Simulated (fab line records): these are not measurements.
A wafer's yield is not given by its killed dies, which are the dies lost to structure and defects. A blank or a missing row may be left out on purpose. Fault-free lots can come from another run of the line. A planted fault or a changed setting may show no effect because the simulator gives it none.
A lot that was struck, set against a sound lot + flow nand_harc + 15 steps out of a route of 1302
Sound: the wafers L816.2, L816.4, L816.6. Wafers struck: L825.1, L825.3, L825.5. The cause is named last.
For every step that has rows: the tool of each side, followed by ch and its chambers, followed by its first start. Under that, the readings that differ: sound wafers + struck wafers + difference of the means + sigmas: that difference in standard deviations of wafers without a fault.
alike: words and numbers the same on both sides, and readings whose means are apart by under 2 such deviations; not compared: readings that were withheld, readings missing a value for some wafer, numbers with overlapping values and no deviation given by the record, and bounds like >300 which may hide the same value.
Wherever a step has rows on one side only, a row that says differs or no value, or a row with sigmas, the two part there. When numbers do not overlap yet have no deviation, they are printed without sigmas and do not part them. A reading missing from all wafers of one side parts the sides only when that side holds two or more wafers.

first, 2 steps without rows for these wafers: NHARC_A_CONTACT_STRIP_100 (strips in CF4/CHF3); NHARC_A_CONTACT_STRIP_101 (strips in O2/COS).
NHARC_A_CONTACT_ETCH_102: etches the open film in CF4/O2, target depth 100 nm, overetch 10 nm, time 55 s.
  sound on rie_diel-05 ch 1,2,3, day 21 09:11; struck on rie_diel-07 ch 0,1,2, day 24 19:31
  alike: drypump_motor_current_A, o2_flow_sccm, oes_product_au, rf_vpp_V, showerhead_plenum_p_Torr, throttle_valve_pct
  not compared: rf_hours_counter_h
NHARC_A_CONTACT_STRIP_55: strips in O2.
  sound on rie_diel-05 ch 1,2; struck on rie_diel-07 ch 0,1,2
  alike: drypump_motor_current_A, o2_flow_sccm, oes_product_au, rf_vpp_V, showerhead_plenum_p_Torr, throttle_valve_pct
  not compared: rf_hours_counter_h
then, 1 step without rows for these wafers: NHARC_A_CONTACT_STRIP_56 (strips in post etch residue remover, time 600 s).
NHARC_A_CONTACT_DEP_57: deposits aC, target thk 5300 nm.
  sound on acl_dep-01 ch 0, day 21 11:40; struck on acl_dep-02 ch 0, day 24 22:26
  alike: throttle_valve_pct
NHARC_A_CONTACT_DEP_58: deposits SiON, target thk 90 nm.
  sound on pecvd-03 ch 0,1, day 21 14:23; struck on pecvd-04 ch 0,1,2, day 25 01:41
  alike: heater_power_w
then, 5 steps without rows for these wafers: NHARC_A_CONTACT_DEHYDRATE_59 (time 120 s); NHARC_A_CONTACT_HMDS_60 (time 30 s); NHARC_A_CONTACT_COAT_61 (time 75 s); NHARC_A_CONTACT_COAT_62 (time 65 s); NHARC_A_CONTACT_COAT_63 (resist thk 90 nm).
NHARC_A_CONTACT_SOFTBAKE_64: time 55 s.
  sound on litho_track-06 ch 0, day 21 14:00; struck on litho_track-06 ch 0, day 25 01:00
| reading                  | sound                | struck               | difference | sigmas |
|--------------------------|----------------------|----------------------|------------|--------|
| heater_power_total_W (W) | 188.47 188.34 188.28 | 195.89 195.72 195.84 | +7.45      | +62    |
following that, these wafers have no rows for 1 step: NHARC_A_CONTACT_EBR_65.
-- break in the record here, with 8 days between the starts of the struck wafers on either side (left off in module A_CONTACT, picked up again in module END, where the first step shown is number 1302 on the route) --
NHARC_END_SORT_01:
  sound on prober-02 ch 0, day 24 08:44; struck on prober-01 ch 0, day 32 14:42
| reading     | sound | struck | difference | sigmas |
|-------------|-------|--------|------------|--------|
| killed_open | 7 6 4 | 2 1 2  | -4         | -2     |
  alike: killed_at_array, killed_at_other, killed_at_periphery, killed_dies, killed_short

== WHERE THEY PART ==
Earliest at NHARC_A_CONTACT_SOFTBAKE_64; latest, in this record, at NHARC_END_SORT_01.

WHY: what the simulator had put in
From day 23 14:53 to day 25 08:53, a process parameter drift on litho_track-06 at NHARC_A_CONTACT_SOFTBAKE_64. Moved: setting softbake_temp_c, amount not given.
